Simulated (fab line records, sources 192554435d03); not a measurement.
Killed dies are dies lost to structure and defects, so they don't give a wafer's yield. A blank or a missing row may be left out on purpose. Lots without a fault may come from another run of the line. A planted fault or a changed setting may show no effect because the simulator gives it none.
Chamber matching | flow n5_finfet | N5_BEOL_M2_ETCH_64 on rie_diel-04: 4 sister chambers
The step etches SOC in N2/H2, target depth 75 nm, overetch 22.5 nm, time 121.9 s. 16 wafers are shown with their chamber, then 8 later ones without.

WAFERS WITH THEIR CHAMBER
wafer  | chamber | showerhead_plenum_p_Torr (Torr) | drypump_motor_current_A (A) | oes_product_au (a.u.)
L078.1 | 0       | 2.63                            | 5.7                         | 0.53
L078.2 | 2       | 2.48                            | 6.3                         | 0.66
L078.3 | 1       | 2.44                            | 5.9                         | 0.57
L079.3 | 0       | 2.63                            | 5.7                         | 0.53
L079.4 | 1       | 2.44                            | 5.8                         | 0.56
L079.5 | 0       | 2.63                            | 5.8                         | 0.53
L080.2 | 0       | 2.63                            | 5.8                         | 0.53
L080.3 | 2       | 2.48                            | 6.3                         | 0.65
L080.6 | 3       | 2.54                            | 5.1                         | 0.58
L086.1 | 0       | 2.62                            | 5.8                         | 0.52
L086.2 | 1       | 2.44                            | 5.9                         | 0.57
L086.4 | 3       | 2.54                            | 5.0                         | 0.58
L087.2 | 3       | 2.54                            | 5.1                         | 0.57
L087.4 | 0       | 2.62                            | 5.8                         | 0.52
L087.5 | 2       | 2.47                            | 6.3                         | 0.63
L088.3 | 2       | 2.47                            | 6.3                         | 0.63

SIGNATURES (means of the wafers above)
reading                  | chamber 0 | chamber 1 | chamber 2 | chamber 3 | scatter within a chamber
showerhead_plenum_p_Torr | 2.6267    | 2.4400    | 2.4750    | 2.5400    | 0.00441
drypump_motor_current_A  | 5.767     | 5.867     | 6.300     | 5.067     | 0.0471
oes_product_au           | 0.5267    | 0.5667    | 0.6425    | 0.5767    | 0.00886
Rule: a wafer's distance from a chamber is the root of the sum, over the readings, of the square of ((its reading less the chamber's mean) divided by the reading's scatter). The wafer belongs to the nearest chamber; if the next one is less than 2 further off, it can't be placed. The scatter: the root of (the sum of the squares of (reading less its chamber's mean) over the shown wafers, divided by (wafers less chambers)).

WAFERS WITHOUT THEIR CHAMBER
wafer  | showerhead_plenum_p_Torr (Torr) | drypump_motor_current_A (A) | oes_product_au (a.u.)
L088.4 | 2.43                            | 5.8                         | 0.56
L088.5 | 2.54                            | 5.1                         | 0.57
L092.1 | 2.62                            | 5.8                         | 0.52
L092.2 | 2.47                            | 6.3                         | 0.63
L092.5 | 2.62                            | 5.7                         | 0.52
L094.1 | 2.53                            | 5.1                         | 0.56
L094.4 | 2.47                            | 6.3                         | 0.62
L094.5 | 2.47                            | 6.3                         | 0.62

WHICH CHAMBER EACH WENT THROUGH
wafer  | from the rows above | in truth
L088.4 | 1                   | 1
L088.5 | 3                   | 3
L092.1 | 0                   | 0
L092.2 | 2                   | 2
L092.5 | 0                   | 0
L094.1 | 3                   | 3
L094.4 | 2                   | 2
L094.5 | 2                   | 2
Placed correctly: 8 of 8. Can't be placed from these rows: 0. Placed wrongly: 0.
